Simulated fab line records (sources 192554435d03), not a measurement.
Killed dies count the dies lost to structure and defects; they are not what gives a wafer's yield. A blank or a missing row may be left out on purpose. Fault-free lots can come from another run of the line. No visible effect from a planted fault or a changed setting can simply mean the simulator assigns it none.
Struck lot and sound lot, side by side + flow n5 finfet + 15 out of 1938 route steps
Sound: wafers L528.2, L528.4, L528.6. Struck: wafers L535.5, L535.6. (L535.3 of the same lot was not struck and is left out.) The cause comes at the end.
Order at every step that has rows: each side's tool, ch and its chambers, its first start. Under that, the readings that differ: sound wafers + struck wafers + difference of the means + sigmas: that difference in standard deviations of wafers without a fault.
alike: words and numbers the same on both sides, and readings whose means are apart by under 2 such deviations; not compared: readings that were withheld, readings missing a value for some wafer, numbers with overlapping values and no deviation given by the record, and bounds like >300 which may hide the same value.
A row with sigmas, a row that says differs or no value, or rows on one side alone: a step with any of these is where the two part. Numbers that don't overlap but have no deviation are shown without sigmas and don't part them. Lack of a reading on every wafer of one side parts them only where that side has two or more wafers.

first, 6 steps without rows for these wafers: N5_BEOL_M9_COAT_22 (resist thk 30 nm); N5_BEOL_M9_EBR_24; N5_BEOL_M9_SOFTBAKE_23 (time 60 s); N5_BEOL_M9_EXPOSE_25 (exposes mask V8); N5_BEOL_M9_PEB_26 (peb time 60 s); N5_BEOL_M9_DEVELOP_27 (develop time 30 s).
N5_BEOL_M9_CD_MEAS_28 targets a cd of 70 nm.
  sound on cd sem-01 ch 0, day 9 17:28; struck on cd sem-03 ch 0, day 11 18:57
| reading    | sound             | struck      | difference | sigmas |
|------------|-------------------|-------------|------------|--------|
| cd nm (nm) | 69.47 69.96 69.90 | 70.29 70.50 | +0.62      | +2     |
N5_BEOL_M9_OVL_MEAS_29:
  sound on overlay-01 ch 0, day 9 17:30; struck on overlay-02 ch 0, day 11 18:59
  alike: V8_OVL
N5_BEOL_M9_INSPECT_30: inspects for defects (brightfield).
  struck on defect inspect-01, day 11 19:02; sound on defect inspect-01, day 9 17:34
  alike: raw defect count
N5_BEOL_M9_DESCUM_33: chemistry O2, time 7 s.
  sound on rie diel-06 ch 0,2, day 9 17:35; struck on rie diel-06 ch 1,2, day 11 19:04
  alike: drypump motor current A, oes product au, rf vpp V, showerhead plenum p Torr, throttle valve pct
  not compared: rf hours counter h
N5_BEOL_M9_ETCH_76: etches underlayer in N2/H2, target depth 6.5 nm, time 5.2 s.
  sound on rie diel-06 ch 0,2, day 9 17:37; struck on rie diel-06 ch 1,2, day 11 19:06
  alike: drypump motor current A, etch rf on time s, n2 flow sccm, oes product au, rf vpp V, showerhead plenum p Torr, throttle valve pct
  not compared: rf hours counter h
N5_BEOL_M9_ETCH_65: etches SiARC in CF4, target depth 15.6 nm, time 26 s.
  sound on rie diel-06 ch 0,2, day 9 17:38; struck on rie diel-06 ch 1,2, day 11 19:07
  alike: drypump motor current A, etch rf on time s, oes product au, rf vpp V, showerhead plenum p Torr, throttle valve pct
  not compared: rf hours counter h
N5_BEOL_M9_ETCH_66: etches SOC in N2/H2, target depth 80 nm, overetch 16 nm, time 120 s.
  sound on rie diel-06 ch 0,2, day 9 17:40; struck on rie diel-06 ch 1,2, day 11 19:09
| reading                                    | sound             | struck      | difference | sigmas |
|--------------------------------------------|-------------------|-------------|------------|--------|
| n2 flow sccm (sccm)                        | 198.8 200.0 198.9 | 199.7 201.4 | +1.3       | +2     |
| model.SiARC_of_BEOL_M9_COAT_64.thk nm (nm) | 6.4 6.6 6.6       | 4.6 4.2     | -2.1       |        |
  alike: drypump motor current A, oes product au, rf vpp V, showerhead plenum p Torr, throttle valve pct
  not compared: rf hours counter h
then, 1 step without rows for these wafers: N5_BEOL_M9_STRIP_69 (strips in N2/H2).
-- here the record skips 3 days between the struck wafers' starts before and after, leaving off in module BEOL_M9 and picking up in module PASSIVATION (first step shown: number 1936 of the route) --
N5_PASSIVATION_PROBE_49:
  only the struck wafers here have rows in the record (prober-02, day 14 19:58); the sound ones have none

== WHERE THEY PART ==
First at N5_BEOL_M9_CD_MEAS_28; last, within this record, at N5_PASSIVATION_PROBE_49.

WHY: what had been put in by the simulator
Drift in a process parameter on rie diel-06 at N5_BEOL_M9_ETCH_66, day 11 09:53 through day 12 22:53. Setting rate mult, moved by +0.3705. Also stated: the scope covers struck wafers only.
